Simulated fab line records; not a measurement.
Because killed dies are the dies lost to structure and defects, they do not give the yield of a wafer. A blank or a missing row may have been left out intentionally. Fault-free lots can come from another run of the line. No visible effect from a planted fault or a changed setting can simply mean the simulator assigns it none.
Matching of chambers ; flow n5-finfet ; N5_MOL_CONTACT_COAG_ETCH_48 on rie-diel-05 has 4 sister chambers
The step etches SiOC in C4F6/O2, target depth 15 nm, overetch 4.5 nm, time 17 s. 4 wafers are shown with their chamber, then 8 later ones without.

## WAFERS WITH THEIR CHAMBER
wafer;chamber;rf-vpp-V (V)
L085.3;0;1565
L087.2;2;1598
L087.4;1;1652
L089.2;3;1625

## WAFERS WITHOUT THEIR CHAMBER
wafer;rf-vpp-V (V)
L089.4;1649
L089.5;1565
L090.1;1650
L090.2;1565
L090.3;1626
L091.1;1598
L091.5;1564
L091.6;1648

## WHICH CHAMBER EACH ONE RAN IN
wafer;from the rows above;in truth
L089.4;1;1
L089.5;0;0
L090.1;1;1
L090.2;0;0
L090.3;3;3
L091.1;2;2
L091.5;0;0
L091.6;1;1
8 of 8 placed correctly. Not placeable from these rows: 0. Wrongly placed: 0.
How it was worked out, from the rows above alone: a wafer's distance from a chamber is the root of the sum, over the readings, of the square of ((its reading less the chamber's mean) divided by the reading's scatter). The wafer belongs to the nearest chamber; if the next one is less than 2 further off, it can't be placed. The mean given for a chamber averages the wafers shown for that chamber. The scatter: root of mean squared gap, hidden wafer to nearest shown wafer, with one shown wafer a chamber.
